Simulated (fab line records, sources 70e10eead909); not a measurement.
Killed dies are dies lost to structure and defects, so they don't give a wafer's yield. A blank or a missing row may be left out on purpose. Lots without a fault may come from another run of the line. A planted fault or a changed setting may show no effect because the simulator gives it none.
Which tool did it? | flow nand_harc | 12 lots, 36 wafers sampled, at 1 step of a route of 1302

WHAT THE GAUGES READ, wafer by wafer
NHARC_A_CONTACT_OVL_MEAS_43. Usual: overlay_x_nm 0.0 nm, standard deviation 0.9; overlay_y_nm -0.2 nm, standard deviation 0.99.
lot  | measured     | on         | overlay_x_nm (nm) | overlay_y_nm (nm) | flag
L428 | day 21 19:08 | overlay-02 | 2.1 2.6 1.8       | -1.8 -2.7 -2.5    |
L426 | day 21 23:50 | overlay-02 | 0.9 1.8 1.5       | -1.0 -1.0 -1.1    |
L429 | day 22 17:57 | overlay-01 | 1.3 1.5 1.0       | -1.4 -1.3 -1.1    |
L430 | day 22 18:06 | overlay-02 | 1.4 1.3 0.8       | -1.5 -1.7 -1.2    |
L436 | day 25 01:28 | overlay-02 | -1.6 -1.0 -0.8    | -1.0 -0.1 -1.2    |
L434 | day 25 02:25 | overlay-01 | 0.8 0.4 0.6       | -0.2 -0.2 -0.8    |
L435 | day 25 05:53 | overlay-02 | -0.4 -1.2 -0.9    | 0.4 0.8 0.5       |
L437 | day 26 02:47 | overlay-02 | -0.3 -0.6 -0.8    | -0.3 -0.4 -0.3    |
L439 | day 26 07:53 | overlay-01 | -0.8 -0.7 -0.6    | 1.0 1.4 1.1       |
L447 | day 30 06:36 | overlay-01 | -0.1 -0.4 -0.6    | 1.3 1.2 1.1       |
L448 | day 30 06:46 | overlay-01 | 0.1 -0.2 0.8      | -0.6 -0.3 0.5     |
L449 | day 30 08:09 | overlay-01 | -0.4 -0.5 -0.5    | 1.0 0.7 0.8       |

WHICH TOOL RAN EACH LOT (tool, then ch and the chambers of the sampled wafers, then the start)
The record holds no process step before these readings.

WHAT THE TOOLS THEMSELVES READ (means of the sampled wafers that have a number; where no wafer has one, the mark that the record gives instead)
The record holds no such reading with a usual standard deviation.

THE ANSWER, worked out from the rows above alone
Rule: a lot is off if the mean of its wafers that have a number lies more than 3 standard deviations from the usual mean. A lot without any number at a reading at which 4 lots or more have one is off too. The other lots that the step has rows for count as sound. The gauges are gone through in route order, then the tools' own readings, and for those a lot's mean is taken as printed above. The first step at which some lot is off is used, and at that step the reading that is off furthest; a lot without a number counts as furthest.
No lot is off at any reading shown: from this, nothing can be told.

WHAT THE SIMULATOR HAD PUT IN
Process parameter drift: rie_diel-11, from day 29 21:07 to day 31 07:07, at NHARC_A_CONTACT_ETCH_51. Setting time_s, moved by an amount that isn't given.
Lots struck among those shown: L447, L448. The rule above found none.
